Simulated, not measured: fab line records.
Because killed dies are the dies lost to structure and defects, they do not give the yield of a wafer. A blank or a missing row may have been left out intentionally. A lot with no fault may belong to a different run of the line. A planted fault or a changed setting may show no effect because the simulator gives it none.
fab line records | flow nand_harc
[record] lots = 14 wafers = 42 last_day = 33
route steps=1302 shown A_START@389 A_ONON_D1@427 END@1302
lots with no fault: from the same line, run without faults
start_h: start of the lot's first displayed wafer, in hours after the record's first day | wait_h: hours elapsed since this lot's preceding step | " same as the row above | L1.1+2: several wafers, shown together as one row | - no value, or no start was given | * or withheld: withheld | < > ~ a bound
route shown NAME@n: NAME is a module with steps in the file, n the number in the route of the first one | usual: mean/standard deviation taken from wafers without a fault | same: alike in all rows | chamber/n: place in a boat | sites: the reading at each site | _std_site: standard deviation of those values | _edge_site: the outer-site mean with the inner-site mean subtracted | radius_mm: for every site, how far away it sits from the centre of the wafer | mask NAME#n: copy n | behind: the last tool/chamber to shape the wafer | hold: why the lot went on hold/how many hours it stayed there/how the hold came to an end | device: which transistor (n, p or np) failed to switch | end of line: the route-end tests of the same wafers | where a step has no rows: the recipe by itself | killed: the dies lost at the first sort to structure and to defects; this is not the yield of the wafer | map: a wafer's dies, marking killed ones x, the rest . and places with no die _
set.NAME: setting as actually run; set.NAME@STEP: the setting as run at that earlier step | model.NAME: the simulator's own value behind a step, which no gauge read
the route's steps for a sample of lots (tables are steps, rows are wafers)
services: from which hour (start_h, from the record's first day; less than 0 if before it) a tool's chamber was out of use, for how many hours, and why
[[steps]]
[step NHARC_A_START_INSPECT_01]
[usual] raw_defect_count = 3.4/1.8
// columns lot.wafer tool chamber start_h wait_h raw_defect_count
L705.3 defect_inspect-01 - 146.74 - 4
L705.5 " - " " 3
L705.6 " - " " 6
L706.2 defect_inspect-02 - 149.34 - 6
L706.3 " - " " 10
L706.6 " - " " 1
L707.1 defect_inspect-02 - 157.54 - 7
L707.4 " - " " 2
L707.6 " - " " 4
L708.1 defect_inspect-01 - 165.53 - 1
L708.3 " - " " 4
L708.6 " - " " 6
L710.3 defect_inspect-02 - 195.68 - 4
L710.4 " - " " 4
L710.6 " - " " 2
L714.1 defect_inspect-02 - 231.16 - 5
L714.2 " - " " 3
L714.3 " - " " 2
L716.1 defect_inspect-02 - 248.29 - 3
L716.3 " - " " 1
L716.4 " - " " 5
L717.2 defect_inspect-02 - 254.27 - 3
L717.3 " - " " 3
L717.5 " - " " 0
L720.2 defect_inspect-02 - 294.76 - 6
L720.5 " - " " 3
L720.6 " - " " 7
L722.1 defect_inspect-01 - 306.58 - 8
L722.5 " - " " 2
L722.6 " - " " 4
L725.2 defect_inspect-02 - 335.96 - 4
L725.3 " - " " 4
L725.6 " - " " 3
L726.1 defect_inspect-01 - 344.78 - 1
L726.2 " - " " 4
L726.4 " - " " 3
L727.1 defect_inspect-02 - 355.19 - 6
L727.2 " - " " 2
L727.6 " - " " 4
L728.1 defect_inspect-02 - 369.24 - 5
L728.2 " - " " 4
L728.5 " - " " 4
[step NHARC_A_ONON_D1_THK_MEAS_05]
[recipe] thk_meas_gauge = ellipsometry
[usual] thk_nm = 997/8.9
// columns lot.wafer tool chamber start_h wait_h thk_nm
L705.3 film_metro-01 - 170.51 - 991
L705.5 " - " " 990
L705.6 " - " " 991
L706.2 film_metro-02 - 170.51 - 1010
L706.3 " - " " 1009
L706.6 " - " " 1009
L707.1 film_metro-01 - 181.62 - 995
L707.4 " - " " 995
L707.6 " - " " 995
L708.1 film_metro-01 - 190.17 - 991
L708.3 " - " " 991
L708.6 " - " " 989
L710.3 film_metro-01 - 223.22 - 992
L710.4 " - " " 994
L710.6 " - " " 992
L714.1 film_metro-02 - 256.23 - 983
L714.2 " - " " 982
L714.3 " - " " 983
L716.1 film_metro-01 - 271.99 - 1009
L716.3 " - " " 1008
L716.4 " - " " 1009
L717.2 film_metro-02 - 277.98 - 999
L717.3 " - " " 999
L717.5 " - " " 999
L720.2 film_metro-02 - 318.35 - 1005
L720.5 " - " " 1006
L720.6 " - " " 1006
L722.1 film_metro-02 - 332.61 - 1008
L722.5 " - " " 1008
L722.6 " - " " 1009
L725.2 film_metro-02 - 362.80 - 1016
L725.3 " - " " 1016
L725.6 " - " " 1016
L726.1 film_metro-01 - 370.39 - 999
L726.2 " - " " 999
L726.4 " - " " 1000
L727.1 film_metro-01 - 382.92 - 1001
L727.2 " - " " 1002
L727.6 " - " " 1000
L728.1 film_metro-01 - 392.04 - 999
L728.2 " - " " 998
L728.5 " - " " 997
[step NHARC_A_ONON_D1_THK_MEAS_11]
[recipe] thk_meas_gauge = ellipsometry
[usual] thk_nm = 1000/9.1
// columns lot.wafer tool chamber start_h wait_h thk_nm
L705.3 film_metro-01 - 171.65 - 991
L705.5 " - " " 991
L705.6 " - " " 989
L706.2 film_metro-02 - 171.96 - 993
L706.3 " - " " 993
L706.6 " - " " 994
L707.1 film_metro-02 - 182.75 - 1001
L707.4 " - " " 1003
L707.6 " - " " 1001
L708.1 film_metro-01 - 191.29 - 979
L708.3 " - " " 980
L708.6 " - " " 979
L710.3 film_metro-01 - 224.35 - 999
L710.4 " - " " 999
L710.6 " - " " 1000
L714.1 film_metro-01 - 257.37 - 996
L714.2 " - " " 997
L714.3 " - " " 999
L716.1 film_metro-02 - 273.13 - 1007
L716.3 " - " " 1009
L716.4 " - " " 1007
L717.2 film_metro-02 - 279.11 - 996
L717.3 " - " " 998
L717.5 " - " " 997
L720.2 film_metro-02 - 319.49 - 997
L720.5 " - " " 995
L720.6 " - " " 997
L722.1 film_metro-02 - 333.73 - 995
L722.5 " - " " 994
L722.6 " - " " 994
L725.2 film_metro-02 - 363.93 - 1008
L725.3 " - " " 1008
L725.6 " - " " 1008
L726.1 film_metro-02 - 371.53 - 993
L726.2 " - " " 995
L726.4 " - " " 996
L727.1 film_metro-01 - 384.06 - 1026
L727.2 " - " " 1027
L727.6 " - " " 1029
L728.1 film_metro-01 - 393.16 - 1014
L728.2 " - " " 1015
L728.5 " - " " 1016
[step NHARC_A_ONON_D1_DEP_22]
[recipe] target_thk_a = 10000 n2_flow_sccm = 2750 n2o_flow_sccm = 2000 nh3_flow_sccm = 500 sih4_flow_sccm = 210 temp_c = 400
// columns lot.wafer tool chamber start_h wait_h
L706.2+3+6 pecvd_onon-03 0 180.70 0.1
L705.3+5+6 pecvd_onon-01 0 180.77 0.2
L707.1+4+6 pecvd_onon-04 0 191.95 0.1
L708.1+3+6 pecvd_onon-01 0 200.55 0.1
L710.3+4+6 pecvd_onon-01 0 235.64 0.2
L714.1+2+3 pecvd_onon-03 0 266.47 0.1
L716.1+3+4 pecvd_onon-03 0 278.95 0.1
L717.2+3+5 pecvd_onon-03 0 288.18 0.1
L720.2+5+6 pecvd_onon-03 0 329.13 0.1
L722.1+5+6 pecvd_onon-01 0 342.67 0.1
L725.2+3+6 pecvd_onon-01 0 373.23 0.1
L726.1+2+4 pecvd_onon-01 0 383.07 0.1
L727.1+2+6 pecvd_onon-01 0 392.78 0.1
L728.1+2+5 pecvd_onon-01 0 402.16 0.1
[step NHARC_A_ONON_D1_THK_MEAS_24]
[recipe] thk_meas_gauge = ellipsometry
[usual] thk_nm = 1000/8.4
// columns lot.wafer tool chamber start_h wait_h thk_nm
L706.2 film_metro-02 - 181.15 - 1001
L706.3 " - " " 1003
L706.6 " - " " 1002
L705.3 film_metro-01 - 181.17 - 988
L705.5 " - " " 989
L705.6 " - " " 989
L707.1 film_metro-02 - 192.49 - 1014
L707.4 " - " " 1012
L707.6 " - " " 1014
L708.1 film_metro-02 - 201.05 - 997
L708.3 " - " " 998
L708.6 " - " " 999
L710.3 film_metro-01 - 236.04 - 991
L710.4 " - " " 990
L710.6 " - " " 990
L714.1 film_metro-01 - 266.99 - 1002
L714.2 " - " " 1000
L714.3 " - " " 1001
L716.1 film_metro-02 - 279.46 - 996
L716.3 " - " " 997
L716.4 " - " " 994
L717.2 film_metro-01 - 288.63 - 691
L717.3 " - " " 690
L717.5 " - " " 691
L720.2 film_metro-02 - 329.58 - 690
L720.5 " - " " 690
L720.6 " - " " 691
L722.1 film_metro-02 - 343.18 - 994
L722.5 " - " " 991
L722.6 " - " " 992
L725.2 film_metro-02 - 373.68 - 1005
L725.3 " - " " 1005
L725.6 " - " " 1005
L726.1 film_metro-01 - 383.58 - 997
L726.2 " - " " 998
L726.4 " - " " 995
L727.1 film_metro-02 - 393.29 - 1012
L727.2 " - " " 1013
L727.6 " - " " 1012
L728.1 film_metro-02 - 402.67 - 993
L728.2 " - " " 995
L728.5 " - " " 993
[step NHARC_END_SORT_01]
[recipe] temp_c = 25
[usual] killed_at_array = 46/16 killed_at_other = 0.9/1.3 killed_at_periphery = 4.1/3 killed_dies = 51/17 killed_open = 3.5/1.8 killed_short = 2.5/1.8
[same] gross_dies = 677
// columns lot.wafer tool chamber start_h wait_h killed_at_array killed_at_other killed_at_periphery killed_dies killed_open killed_short
L717.2 prober-01 0 690.68 2.8 668 1 8 677 3 1
L717.3 prober-01 0 691.47 3.1 671 2 4 677 5 1
L717.5 prober-01 0 693.07 3.7 669 0 8 677 1 0
L720.2 prober-01 0 706.46 2.8 674 0 3 677 4 2
L720.5 prober-01 0 708.88 3.7 669 0 8 677 6 4
L720.6 prober-01 0 709.69 4.0 676 0 1 677 0 6
// killed by level:class
L717.2 A_ONON_D1:area_dep=640 A_CHANNEL_HOLE_D2:chamber_film_flake=15 P_M1:chamber_film_flake=7 A_CHANNEL_HOLE_D1:chamber_film_flake=4 A_CONTACT:chamber_film_flake=3 A_M0:geometric_particle:open=2 A_M1:chamber_film_flake=2 P_M0:geometric_particle:open=1
L717.3 A_ONON_D1:area_dep=638 A_CHANNEL_HOLE_D2:chamber_film_flake=16 A_CHANNEL_HOLE_D1:chamber_film_flake=6 A_WL_FILL:chamber_film_flake=2 A_M1:chamber_film_flake=2 P_M0:geometric_particle:open=1 P_M1:geometric_particle:open=1 A_CHANNEL_FILL_D1:geometric_particle:short=1
L717.5 A_ONON_D1:area_dep=634 A_CHANNEL_HOLE_D2:chamber_film_flake=17 A_CHANNEL_HOLE_D1:chamber_film_flake=9 P_M1:chamber_film_flake=7 A_WL_FILL:chamber_film_flake=5 A_M1:chamber_film_flake=3 A_M0:geometric_particle:open=1 P_ZERO_WELL:chamber_film_flake=1
L720.2 A_ONON_D1:area_dep=628 A_CHANNEL_HOLE_D2:chamber_film_flake=18 A_CHANNEL_HOLE_D1:chamber_film_flake=10 A_SLIT:chamber_film_flake=5 P_ZERO_WELL:chamber_film_flake=2 A_CHANNEL_FILL_D2:chamber_film_flake=2 A_SGD_CUT:chamber_film_flake=2 A_CONTACT:chamber_film_flake=2
L720.5 A_ONON_D1:area_dep=631 A_CHANNEL_HOLE_D2:chamber_film_flake=19 P_GATE:chamber_film_flake=6 A_CHANNEL_HOLE_D1:chamber_film_flake=3 A_SLIT:chamber_film_flake=3 A_WL_FILL:geometric_particle:short=2 P_GATE:geometric_particle:open=1 A_ONON_D1:geometric_particle:short=1
L720.6 A_ONON_D1:area_dep=640 A_CHANNEL_HOLE_D2:chamber_film_flake=17 A_CHANNEL_HOLE_D1:chamber_film_flake=8 A_STAIRCASE:chamber_film_flake=3 A_WL_FILL:geometric_particle:short=2 A_CONTACT:chamber_film_flake=2 P_GATE:geometric_particle:short=1 A_ONON_D1:geometric_particle:short=1
[[services]]
// columns tool chamber start_h hours kind
pecvd_onon-03 - 227.00 13.0 pm
pecvd_onon-01 - 269.33 13.0 pm
pecvd_onon-03 - 310.01 5.8 repair
pecvd_onon-04 - 311.29 13.0 pm
[[key]]
[first_sign] step = NHARC_A_ONON_D1_THK_MEAS_24 reading = thk_nm direction = down sigmas = 37 usual = 1000 struck = 690
[effect] step = NHARC_END_SORT_01 reading = killed_at_array direction = up sigmas = 38 usual = 46 struck = 671
[more_kills_born_at] NHARC_A_ONON_D1_DEP_22@pecvd_onon-03 = 3811
met_at NHARC_A_ONON_D1_DEP_22
struck_lots L717,L720
later_rows_left_out L717.2,L717.3,L717.5,L720.2,L720.5,L720.6
tester_left_out L717,L720
not_acting_at NHARC_A_START_INSPECT_01,NHARC_A_ONON_D1_THK_MEAS_05,NHARC_A_ONON_D1_THK_MEAS_11
onset_between 278.95 288.18
[fault] kind = process_parameter_drift tool = pecvd_onon-03 chamber = - onset_h = 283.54 steps = NHARC_A_ONON_D1_DEP_22 channel = target_thk_a offset = * shape = step end_h = 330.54 acts_in = * stated = *
// tester_left_out: of these lots the tester's yield and bins aren't shown, on N5 and GAA mostly nor the transistor test; their killed dies are dies lost to structure and defects alone, not to doping, threshold or leakage, so they don't give the yield
// later_rows_left_out: the simulator's readings of these wafers behind a module that went badly wrong aren't trusted and aren't shown, but for the sort
